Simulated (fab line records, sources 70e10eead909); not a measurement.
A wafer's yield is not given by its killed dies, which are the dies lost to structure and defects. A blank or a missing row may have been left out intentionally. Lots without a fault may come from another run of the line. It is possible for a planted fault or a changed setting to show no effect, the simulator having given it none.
A lot that was struck, set against a sound lot + flow nand-harc + 14 steps out of a route of 1302
Sound: the wafers L214.1, L214.3, L214.4. Wafers L229.3, L229.4, L229.5 were the ones struck. The cause comes at the end.
Order at every step that has rows: each side's tool, ch and its chambers, its first start. Under that, the readings that differ: sound wafers + struck wafers + difference of the means + sigmas: that difference in standard deviations of wafers without a fault.
alike: same words and numbers on both sides, and readings whose means sit less than 2 such deviations apart. not compared: any withheld reading, any reading some wafer has no value for, any bound like >300 that may hide the same value, and any number with overlapping values for which the record gives no deviation.
Wherever a step has rows on one side only, a row that says differs or no value, or a row with sigmas, the two part there. Numbers that have no deviation but don't overlap get no sigmas and don't part them. A reading missing from all wafers of one side parts the sides only when that side holds two or more wafers.

NHARC_P_M0_CMP_23: polishes, t overpolish 20 s, target thk 117.54 nm.
  sound on cmp-02 ch 0,1,2, day 8 04:48; struck on cmp-02 ch 0,3, day 14 03:17
  alike: motor-current-A, slurry-filter-dp-kPa, time-to-endpoint-s
NHARC_P_M0_THK_MEAS_24: measures by xrf.
  sound on film-metro-02, day 8 05:07; struck on film-metro-01, day 14 03:34
  alike: thk-nm
next, for these wafers, 1 step has no rows: NHARC_P_M0_SRD_25.
NHARC_P_M0_INSPECT_27:
  sound on defect-inspect-02, day 8 05:17; struck on defect-inspect-02, day 14 03:44
  alike: raw-defect-count
NHARC_P_M0_PRE_CLEAN_31: time 12 s.
  sound on pecvd-01 ch 0,1, day 8 05:21; struck on pecvd-03 ch 0,2, day 14 03:47
  alike: heater-power-w
NHARC_P_M0_DEP_32: deposits SiCN, target thk 30 nm.
  sound on pecvd-01 ch 0,1, day 8 05:26; struck on pecvd-03 ch 0,2, day 14 03:52
  alike: heater-power-w
then, 5 steps without rows for these wafers: NHARC_P_M1_DEP_00 (deposits SiOC, target thk 182.5 nm); NHARC_P_M1_DEHYDRATE_01 (time 120 s); NHARC_P_M1_HMDS_02 (time 30 s); NHARC_P_M1_COAT_34 (time 65 s); NHARC_P_M1_COAT_03 (resist thk 90 nm).
NHARC_P_M1_SOFTBAKE_04: time 55 s.
  sound on litho-track-01 ch 0, day 8 06:00; struck on litho-track-01 ch 0, day 14 04:00
| reading                  | sound                | struck               | difference | sigmas |
|--------------------------|----------------------|----------------------|------------|--------|
| heater-power-total-W (W) | 188.50 188.25 188.33 | 178.64 179.12 178.70 | -9.54      | -68    |
  alike: exhaust-pa, resist-line-temp-C
next, for these wafers, 1 step has no rows: NHARC_P_M1_EBR_05.
-- break in the record here, with 18 days between the starts of the struck wafers on either side (left off in module P_M1, picked up again in module END, where the first step shown is number 1302 on the route) --
NHARC_END_SORT_01:
  sound on prober-02 ch 0, day 26 08:29; struck on prober-02 ch 0, day 32 07:57
  alike: defect-limited-yield, killed-at-array, killed-at-other, killed-at-periphery, killed-dies, killed-open, killed-short

WHERE THEY PART
Only at NHARC_P_M1_SOFTBAKE_04, within this record. Later steps at which nothing parts them and some readings are alike: NHARC_END_SORT_01.

WHY: what the simulator had put in
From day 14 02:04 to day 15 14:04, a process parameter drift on litho-track-01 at NHARC_P_M1_SOFTBAKE_04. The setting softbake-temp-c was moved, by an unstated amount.
